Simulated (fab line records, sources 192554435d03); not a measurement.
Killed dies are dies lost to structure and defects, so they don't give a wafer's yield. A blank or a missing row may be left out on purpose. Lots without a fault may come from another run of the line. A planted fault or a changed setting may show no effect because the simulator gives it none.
Which tool did it? | flow n5_finfet | 11 lots, 29 wafers sampled, at 1 step of a route of 1938

WHAT THE GAUGES READ, wafer by wafer
N5_BEOL_M4_RC_MEAS_101.
lot  | measured     | on        | DIBL_N (mV/V)
L217 | day 8 06:41  | prober-02 | 33.8 35.4
L219 | day 9 04:30  | prober-02 | 36.2 35.3 36.0
L221 | day 9 09:05  | prober-01 | 36.8 35.3 33.9
L224 | day 9 19:35  | prober-02 | 36.6 37.7
L226 | day 10 21:11 | prober-02 | 37.7 32.6 39.5
L230 | day 11 06:13 | prober-01 | 40.1 32.8
L231 | day 12 09:41 | prober-01 | 35.5 37.2 35.6
L232 | day 12 12:50 | prober-02 | 37.5 32.0 38.7
L238 | day 13 17:52 | prober-01 | 37.1 35.2
L240 | day 14 01:08 | prober-01 | 35.8 40.4 31.0
L239 | day 14 04:28 | prober-02 | 33.7 33.2 38.4

WHICH TOOL RAN EACH LOT (tool, then ch and the chambers of the sampled wafers, then the start)
The record holds no process step before these readings.

THE ANSWER, worked out from the rows above alone
Rule: what is usual is taken from the lots themselves. Put in order of their means at a reading, lots are off if they are a third of the lots or fewer, leave a main group of 4 or more, and stand apart from it by a gap of 3 or more times the standard deviation of the main group's means; of several such gaps the widest counts. A main group whose means are all the same, to the digits that the tables above print for the reading, isn't used. A lot without any number at a reading at which 4 lots or more have one is off too. The other lots that the step has rows for count as sound.
No lot is off at any reading shown: from this, nothing can be told.

WHAT THE SIMULATOR HAD PUT IN
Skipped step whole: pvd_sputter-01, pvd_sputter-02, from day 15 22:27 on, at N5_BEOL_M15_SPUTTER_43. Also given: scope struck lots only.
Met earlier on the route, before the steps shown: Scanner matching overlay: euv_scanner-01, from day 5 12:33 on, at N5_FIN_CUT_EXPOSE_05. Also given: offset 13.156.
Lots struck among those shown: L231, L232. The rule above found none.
